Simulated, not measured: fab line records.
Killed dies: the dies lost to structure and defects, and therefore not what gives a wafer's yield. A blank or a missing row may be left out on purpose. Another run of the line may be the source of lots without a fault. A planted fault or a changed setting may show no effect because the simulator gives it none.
Which of the tools did it? || flow nand_harc || 13 lots with 39 wafers sampled at 4 steps, on a route of 1302 steps

WHAT THE GAUGES SHOWED, per wafer
The record holds no reading of a measuring or inspecting step that can be judged against a usual standard deviation.

WHAT TOOL EACH LOT RAN ON (gives the tool, then ch and the chambers of the sampled wafers, and finally the start)
{"lot": "L236", "NHARC_A_BONDPAD_DESCUM_11": "rie_diel-05 ch 0,2,3, day 23 10:53", "NHARC_A_BONDPAD_ETCH_24": "rie_diel-04 ch 1,3, day 23 11:28", "NHARC_A_BONDPAD_DEGAS_25": "pvd_sputter-01, day 23 11:53", "NHARC_A_BONDPAD_PVD_17": "pvd_sputter-01, no start"}
{"lot": "L235", "NHARC_A_BONDPAD_DESCUM_11": "rie_diel-05 ch 0,3, day 23 15:26", "NHARC_A_BONDPAD_ETCH_24": "rie_diel-04 ch 1,2, day 23 15:59", "NHARC_A_BONDPAD_DEGAS_25": "pvd_sputter-01, day 23 16:23", "NHARC_A_BONDPAD_PVD_17": "pvd_sputter-01, no start"}
{"lot": "L237", "NHARC_A_BONDPAD_DESCUM_11": "rie_diel-12 ch 0,2,3, day 23 23:12", "NHARC_A_BONDPAD_ETCH_24": "rie_diel-05 ch 0,1,3, day 23 23:45", "NHARC_A_BONDPAD_DEGAS_25": "pvd_sputter-01, day 24 00:09", "NHARC_A_BONDPAD_PVD_17": "pvd_sputter-01, no start"}
{"lot": "L238", "NHARC_A_BONDPAD_DESCUM_11": "rie_diel-12 ch 0,1,3, day 24 01:20", "NHARC_A_BONDPAD_ETCH_24": "rie_diel-05 ch 0,1,3, day 24 01:52", "NHARC_A_BONDPAD_DEGAS_25": "pvd_sputter-03, day 24 02:16", "NHARC_A_BONDPAD_PVD_17": "pvd_sputter-03, no start"}
{"lot": "L239", "NHARC_A_BONDPAD_DESCUM_11": "rie_diel-12 ch 2,3, day 25 07:22", "NHARC_A_BONDPAD_ETCH_24": "rie_diel-12 ch 1,3, day 25 07:58", "NHARC_A_BONDPAD_DEGAS_25": "pvd_sputter-03, day 25 08:23", "NHARC_A_BONDPAD_PVD_17": "pvd_sputter-03, no start"}
{"lot": "L241", "NHARC_A_BONDPAD_DESCUM_11": "rie_diel-05 ch 1,2,3, day 25 23:29", "NHARC_A_BONDPAD_ETCH_24": "rie_diel-05 ch 0,1,3, day 26 00:01", "NHARC_A_BONDPAD_DEGAS_25": "pvd_sputter-03, day 26 00:25", "NHARC_A_BONDPAD_PVD_17": "pvd_sputter-03, no start"}
{"lot": "L240", "NHARC_A_BONDPAD_DESCUM_11": "rie_diel-12 ch 0,1,3, day 26 02:06", "NHARC_A_BONDPAD_ETCH_24": "rie_diel-12 ch 0,3, day 26 02:37", "NHARC_A_BONDPAD_DEGAS_25": "pvd_sputter-01, day 26 03:01", "NHARC_A_BONDPAD_PVD_17": "pvd_sputter-01, no start"}
{"lot": "L247", "NHARC_A_BONDPAD_DESCUM_11": "rie_diel-05 ch 0,1,2, day 27 06:01", "NHARC_A_BONDPAD_ETCH_24": "rie_diel-05 ch 1,3, day 27 06:33", "NHARC_A_BONDPAD_DEGAS_25": "pvd_sputter-01, day 27 06:57", "NHARC_A_BONDPAD_PVD_17": "pvd_sputter-01, no start"}
{"lot": "L244", "NHARC_A_BONDPAD_DESCUM_11": "rie_diel-05 ch 0,2,3, day 27 12:08", "NHARC_A_BONDPAD_ETCH_24": "rie_diel-12 ch 1,2,3, day 27 12:41", "NHARC_A_BONDPAD_DEGAS_25": "pvd_sputter-03, day 27 13:04", "NHARC_A_BONDPAD_PVD_17": "pvd_sputter-03, no start"}
{"lot": "L253", "NHARC_A_BONDPAD_DESCUM_11": "rie_diel-05 ch 1,2,3, day 30 20:30", "NHARC_A_BONDPAD_ETCH_24": "rie_diel-12 ch 0,1,3, day 30 21:02", "NHARC_A_BONDPAD_DEGAS_25": "pvd_sputter-01, day 30 21:26", "NHARC_A_BONDPAD_PVD_17": "pvd_sputter-01, no start"}
{"lot": "L256", "NHARC_A_BONDPAD_DESCUM_11": "rie_diel-05 ch 1,3, day 31 11:43", "NHARC_A_BONDPAD_ETCH_24": "rie_diel-05 ch 1,2,3, day 31 12:14", "NHARC_A_BONDPAD_DEGAS_25": "pvd_sputter-02, day 31 12:39", "NHARC_A_BONDPAD_PVD_17": "pvd_sputter-02, no start"}
{"lot": "L257", "NHARC_A_BONDPAD_DESCUM_11": "rie_diel-05 ch 2,3, day 32 07:02", "NHARC_A_BONDPAD_ETCH_24": "rie_diel-05 ch 0,1,2, day 32 07:35", "NHARC_A_BONDPAD_DEGAS_25": "pvd_sputter-02, day 32 07:59", "NHARC_A_BONDPAD_PVD_17": "pvd_sputter-02, no start"}
{"lot": "L258", "NHARC_A_BONDPAD_DESCUM_11": "rie_diel-12 ch 0,2,3, day 32 23:55", "NHARC_A_BONDPAD_ETCH_24": "rie_diel-04 ch 1,3, day 33 00:27", "NHARC_A_BONDPAD_DEGAS_25": "pvd_sputter-01, day 33 00:51", "NHARC_A_BONDPAD_PVD_17": "pvd_sputter-01, no start"}
- NHARC_A_BONDPAD_DESCUM_11: chemistry O2, time 3 s.
- NHARC_A_BONDPAD_ETCH_24: etches the open film in CF4/N2, target depth 30 nm, time 72.99 s.
- NHARC_A_BONDPAD_DEGAS_25: time 60 s.
- NHARC_A_BONDPAD_PVD_17: deposits TaN, target thk 5 nm, time 8.06 s.

AS READ BY THE TOOLS THEMSELVES (means over the sampled wafers that have a number; for cases with no such wafer, the mark the record gives instead)
NHARC_A_BONDPAD_DESCUM_11. Usual: drypump_motor_current_A 6.0 A, standard deviation 0.52; o2_flow_sccm 199.9 sccm, standard deviation 0.55; oes_product_au 1.000 a.u., standard deviation 0.0068; rf_vpp_V 57.8 V, standard deviation 0.81; showerhead_plenum_p_Torr 1.90 Torr, standard deviation 0.05; throttle_valve_pct 11.311 %, standard deviation 0.0087.
{"lot": "L236", "tool": "rie_diel-05", "drypump_motor_current_A (A)": 6.1, "o2_flow_sccm (sccm)": 200.1, "oes_product_au (a.u.)": 1.002, "rf_vpp_V (V)": 57.5, "showerhead_plenum_p_Torr (Torr)": 1.87, "throttle_valve_pct (%)": 11.312, "flag": ""}
{"lot": "L235", "tool": "rie_diel-05", "drypump_motor_current_A (A)": 5.8, "o2_flow_sccm (sccm)": 199.2, "oes_product_au (a.u.)": 1.007, "rf_vpp_V (V)": 57.3, "showerhead_plenum_p_Torr (Torr)": 1.85, "throttle_valve_pct (%)": 11.310, "flag": ""}
{"lot": "L237", "tool": "rie_diel-12", "drypump_motor_current_A (A)": 6.0, "o2_flow_sccm (sccm)": 199.8, "oes_product_au (a.u.)": 1.000, "rf_vpp_V (V)": 57.2, "showerhead_plenum_p_Torr (Torr)": 1.92, "throttle_valve_pct (%)": 11.308, "flag": ""}
{"lot": "L238", "tool": "rie_diel-12", "drypump_motor_current_A (A)": 6.1, "o2_flow_sccm (sccm)": 199.9, "oes_product_au (a.u.)": 1.004, "rf_vpp_V (V)": 58.3, "showerhead_plenum_p_Torr (Torr)": 1.96, "throttle_valve_pct (%)": 11.308, "flag": ""}
{"lot": "L239", "tool": "rie_diel-12", "drypump_motor_current_A (A)": 5.9, "o2_flow_sccm (sccm)": 199.5, "oes_product_au (a.u.)": 1.005, "rf_vpp_V (V)": 57.1, "showerhead_plenum_p_Torr (Torr)": 1.92, "throttle_valve_pct (%)": 11.318, "flag": ""}
{"lot": "L241", "tool": "rie_diel-05", "drypump_motor_current_A (A)": 5.8, "o2_flow_sccm (sccm)": 200.0, "oes_product_au (a.u.)": 1.006, "rf_vpp_V (V)": 57.8, "showerhead_plenum_p_Torr (Torr)": 1.87, "throttle_valve_pct (%)": 11.309, "flag": ""}
{"lot": "L240", "tool": "rie_diel-12", "drypump_motor_current_A (A)": 6.1, "o2_flow_sccm (sccm)": 200.3, "oes_product_au (a.u.)": 1.000, "rf_vpp_V (V)": 58.5, "showerhead_plenum_p_Torr (Torr)": 1.96, "throttle_valve_pct (%)": 11.312, "flag": ""}
{"lot": "L247", "tool": "rie_diel-05", "drypump_motor_current_A (A)": 6.3, "o2_flow_sccm (sccm)": 200.0, "oes_product_au (a.u.)": 0.998, "rf_vpp_V (V)": 57.8, "showerhead_plenum_p_Torr (Torr)": 1.90, "throttle_valve_pct (%)": 11.309, "flag": ""}
{"lot": "L244", "tool": "rie_diel-05", "drypump_motor_current_A (A)": 6.1, "o2_flow_sccm (sccm)": 199.4, "oes_product_au (a.u.)": 1.003, "rf_vpp_V (V)": 58.6, "showerhead_plenum_p_Torr (Torr)": 1.87, "throttle_valve_pct (%)": 11.311, "flag": ""}
{"lot": "L253", "tool": "rie_diel-05", "drypump_motor_current_A (A)": 5.8, "o2_flow_sccm (sccm)": 199.9, "oes_product_au (a.u.)": 0.996, "rf_vpp_V (V)": 56.9, "showerhead_plenum_p_Torr (Torr)": 1.87, "throttle_valve_pct (%)": 11.300, "flag": ""}
{"lot": "L256", "tool": "rie_diel-05", "drypump_motor_current_A (A)": 5.6, "o2_flow_sccm (sccm)": 200.2, "oes_product_au (a.u.)": 0.996, "rf_vpp_V (V)": 57.3, "showerhead_plenum_p_Torr (Torr)": 1.84, "throttle_valve_pct (%)": 11.318, "flag": ""}
{"lot": "L257", "tool": "rie_diel-05", "drypump_motor_current_A (A)": 5.8, "o2_flow_sccm (sccm)": 200.6, "oes_product_au (a.u.)": 1.004, "rf_vpp_V (V)": 57.8, "showerhead_plenum_p_Torr (Torr)": 1.87, "throttle_valve_pct (%)": 11.308, "flag": ""}
{"lot": "L258", "tool": "rie_diel-12", "drypump_motor_current_A (A)": 6.1, "o2_flow_sccm (sccm)": 200.3, "oes_product_au (a.u.)": 0.991, "rf_vpp_V (V)": 58.1, "showerhead_plenum_p_Torr (Torr)": 1.91, "throttle_valve_pct (%)": 11.308, "flag": ""}

NHARC_A_BONDPAD_ETCH_24. Usual: cf4_flow_sccm 49.99 sccm, standard deviation 0.16; drypump_motor_current_A 5.9 A, standard deviation 0.53; oes_product_au 1.001 a.u., standard deviation 0.0066; rf_vpp_V 313.6 V, standard deviation 1.5; showerhead_plenum_p_Torr 2.60 Torr, standard deviation 0.075; throttle_valve_pct 19.794 %, standard deviation 0.0086.
{"lot": "L236", "tool": "rie_diel-04", "cf4_flow_sccm (sccm)": 50.07, "drypump_motor_current_A (A)": 5.2, "oes_product_au (a.u.)": 1.003, "rf_vpp_V (V)": 312.0, "showerhead_plenum_p_Torr (Torr)": 2.54, "throttle_valve_pct (%)": 19.803, "flag": ""}
{"lot": "L235", "tool": "rie_diel-04", "cf4_flow_sccm (sccm)": 49.97, "drypump_motor_current_A (A)": 5.3, "oes_product_au (a.u.)": 1.002, "rf_vpp_V (V)": 311.9, "showerhead_plenum_p_Torr (Torr)": 2.50, "throttle_valve_pct (%)": 19.793, "flag": ""}
{"lot": "L237", "tool": "rie_diel-05", "cf4_flow_sccm (sccm)": 49.98, "drypump_motor_current_A (A)": 6.1, "oes_product_au (a.u.)": 1.003, "rf_vpp_V (V)": 313.1, "showerhead_plenum_p_Torr (Torr)": 2.57, "throttle_valve_pct (%)": 19.798, "flag": ""}
{"lot": "L238", "tool": "rie_diel-05", "cf4_flow_sccm (sccm)": 49.89, "drypump_motor_current_A (A)": 6.1, "oes_product_au (a.u.)": 1.004, "rf_vpp_V (V)": 313.6, "showerhead_plenum_p_Torr (Torr)": 2.57, "throttle_valve_pct (%)": 19.789, "flag": ""}
{"lot": "L239", "tool": "rie_diel-12", "cf4_flow_sccm (sccm)": 50.03, "drypump_motor_current_A (A)": 6.3, "oes_product_au (a.u.)": 0.999, "rf_vpp_V (V)": 315.9, "showerhead_plenum_p_Torr (Torr)": 2.71, "throttle_valve_pct (%)": 19.795, "flag": ""}
{"lot": "L241", "tool": "rie_diel-05", "cf4_flow_sccm (sccm)": 49.96, "drypump_motor_current_A (A)": 6.0, "oes_product_au (a.u.)": 0.994, "rf_vpp_V (V)": 313.4, "showerhead_plenum_p_Torr (Torr)": 2.57, "throttle_valve_pct (%)": 19.789, "flag": ""}
{"lot": "L240", "tool": "rie_diel-12", "cf4_flow_sccm (sccm)": 50.00, "drypump_motor_current_A (A)": 6.2, "oes_product_au (a.u.)": 0.999, "rf_vpp_V (V)": 315.1, "showerhead_plenum_p_Torr (Torr)": 2.64, "throttle_valve_pct (%)": 19.786, "flag": ""}
{"lot": "L247", "tool": "rie_diel-05", "cf4_flow_sccm (sccm)": 50.00, "drypump_motor_current_A (A)": 5.6, "oes_product_au (a.u.)": 0.999, "rf_vpp_V (V)": 312.7, "showerhead_plenum_p_Torr (Torr)": 2.53, "throttle_valve_pct (%)": 19.796, "flag": ""}
{"lot": "L244", "tool": "rie_diel-12", "cf4_flow_sccm (sccm)": 49.97, "drypump_motor_current_A (A)": 5.9, "oes_product_au (a.u.)": 0.999, "rf_vpp_V (V)": 315.3, "showerhead_plenum_p_Torr (Torr)": 2.68, "throttle_valve_pct (%)": 19.788, "flag": ""}
{"lot": "L253", "tool": "rie_diel-12", "cf4_flow_sccm (sccm)": 49.92, "drypump_motor_current_A (A)": 6.1, "oes_product_au (a.u.)": 0.940, "rf_vpp_V (V)": 315.0, "showerhead_plenum_p_Torr (Torr)": 2.67, "throttle_valve_pct (%)": 19.795, "flag": "OFF"}
{"lot": "L256", "tool": "rie_diel-05", "cf4_flow_sccm (sccm)": 49.84, "drypump_motor_current_A (A)": 5.8, "oes_product_au (a.u.)": 1.002, "rf_vpp_V (V)": 313.4, "showerhead_plenum_p_Torr (Torr)": 2.57, "throttle_valve_pct (%)": 19.800, "flag": ""}
{"lot": "L257", "tool": "rie_diel-05", "cf4_flow_sccm (sccm)": 50.14, "drypump_motor_current_A (A)": 6.3, "oes_product_au (a.u.)": 1.002, "rf_vpp_V (V)": 314.1, "showerhead_plenum_p_Torr (Torr)": 2.60, "throttle_valve_pct (%)": 19.795, "flag": ""}
{"lot": "L258", "tool": "rie_diel-04", "cf4_flow_sccm (sccm)": 49.95, "drypump_motor_current_A (A)": 5.2, "oes_product_au (a.u.)": 0.998, "rf_vpp_V (V)": 312.3, "showerhead_plenum_p_Torr (Torr)": 2.52, "throttle_valve_pct (%)": 19.804, "flag": ""}

NHARC_A_BONDPAD_DEGAS_25. Usual: 474 W for heater_power_w, sd 40.
{"lot": "L236", "tool": "pvd_sputter-01", "heater_power_w (W)": 488, "flag": ""}
{"lot": "L235", "tool": "pvd_sputter-01", "heater_power_w (W)": 504, "flag": ""}
{"lot": "L237", "tool": "pvd_sputter-01", "heater_power_w (W)": 493, "flag": ""}
{"lot": "L238", "tool": "pvd_sputter-03", "heater_power_w (W)": 449, "flag": ""}
{"lot": "L239", "tool": "pvd_sputter-03", "heater_power_w (W)": 472, "flag": ""}
{"lot": "L241", "tool": "pvd_sputter-03", "heater_power_w (W)": 467, "flag": ""}
{"lot": "L240", "tool": "pvd_sputter-01", "heater_power_w (W)": 493, "flag": ""}
{"lot": "L247", "tool": "pvd_sputter-01", "heater_power_w (W)": 517, "flag": ""}
{"lot": "L244", "tool": "pvd_sputter-03", "heater_power_w (W)": 465, "flag": ""}
{"lot": "L253", "tool": "pvd_sputter-01", "heater_power_w (W)": 512, "flag": ""}
{"lot": "L256", "tool": "pvd_sputter-02", "heater_power_w (W)": 465, "flag": ""}
{"lot": "L257", "tool": "pvd_sputter-02", "heater_power_w (W)": 451, "flag": ""}
{"lot": "L258", "tool": "pvd_sputter-01", "heater_power_w (W)": 522, "flag": ""}

NHARC_A_BONDPAD_PVD_17. Usual: bias_v 168.5 V, standard deviation 1.5; throttle_valve_pct 29.9 %, standard deviation 1.
{"lot": "L236", "tool": "pvd_sputter-01", "bias_v (V)": 169.9, "throttle_valve_pct (%)": 30.2, "flag": ""}
{"lot": "L235", "tool": "pvd_sputter-01", "bias_v (V)": 168.3, "throttle_valve_pct (%)": 30.8, "flag": ""}
{"lot": "L237", "tool": "pvd_sputter-01", "bias_v (V)": 168.3, "throttle_valve_pct (%)": 30.4, "flag": ""}
{"lot": "L238", "tool": "pvd_sputter-03", "bias_v (V)": 167.7, "throttle_valve_pct (%)": 29.4, "flag": ""}
{"lot": "L239", "tool": "pvd_sputter-03", "bias_v (V)": 168.6, "throttle_valve_pct (%)": 29.3, "flag": ""}
{"lot": "L241", "tool": "pvd_sputter-03", "bias_v (V)": 171.0, "throttle_valve_pct (%)": 29.1, "flag": ""}
{"lot": "L240", "tool": "pvd_sputter-01", "bias_v (V)": 166.5, "throttle_valve_pct (%)": 29.9, "flag": ""}
{"lot": "L247", "tool": "pvd_sputter-01", "bias_v (V)": 168.8, "throttle_valve_pct (%)": 29.6, "flag": ""}
{"lot": "L244", "tool": "pvd_sputter-03", "bias_v (V)": 167.2, "throttle_valve_pct (%)": 29.3, "flag": ""}
{"lot": "L253", "tool": "pvd_sputter-01", "bias_v (V)": 169.9, "throttle_valve_pct (%)": 30.7, "flag": ""}
{"lot": "L256", "tool": "pvd_sputter-02", "bias_v (V)": 168.1, "throttle_valve_pct (%)": 30.3, "flag": ""}
{"lot": "L257", "tool": "pvd_sputter-02", "bias_v (V)": 169.3, "throttle_valve_pct (%)": 30.6, "flag": ""}
{"lot": "L258", "tool": "pvd_sputter-01", "bias_v (V)": 168.9, "throttle_valve_pct (%)": 29.9, "flag": ""}

THE ANSWER, worked out from the rows above alone
Rule: a lot counts as off when the mean over its wafers that have a number is more than 3 standard deviations away from the usual mean. Also off: a lot with no number at a reading for which 4 or more lots have one. The other lots that the step has rows for count as sound. First the gauges in route order, then the tools' own readings, where a lot's mean is used as printed above. At the first step where some lot is off, the reading lying furthest off is the one used; lots without a number count as furthest.
Off: L253, at NHARC_A_BONDPAD_ETCH_24 (oes_product_au).
A tool fits if, at that step or a process step before it, it ran every lot that is off, and no sound lot after the first of them. One fits: rie_diel-12 at NHARC_A_BONDPAD_ETCH_24. A fault onset in the window from L244 (day 27 12:41, its last sound lot) to L253 (day 30 21:02, its first lot off) fits.
The tool's own readings at NHARC_A_BONDPAD_ETCH_24 bear it out: on the lots that are off they differ by more than 5 times the standard deviation of the sound lots' means. oes_product_au reads 0.940 a.u. there against 1.000 a.u. on the sound lots.

WHAT THE SIMULATOR HAD PUT IN
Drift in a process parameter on rie_diel-12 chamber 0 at NHARC_A_BONDPAD_ETCH_24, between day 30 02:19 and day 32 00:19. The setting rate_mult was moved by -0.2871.
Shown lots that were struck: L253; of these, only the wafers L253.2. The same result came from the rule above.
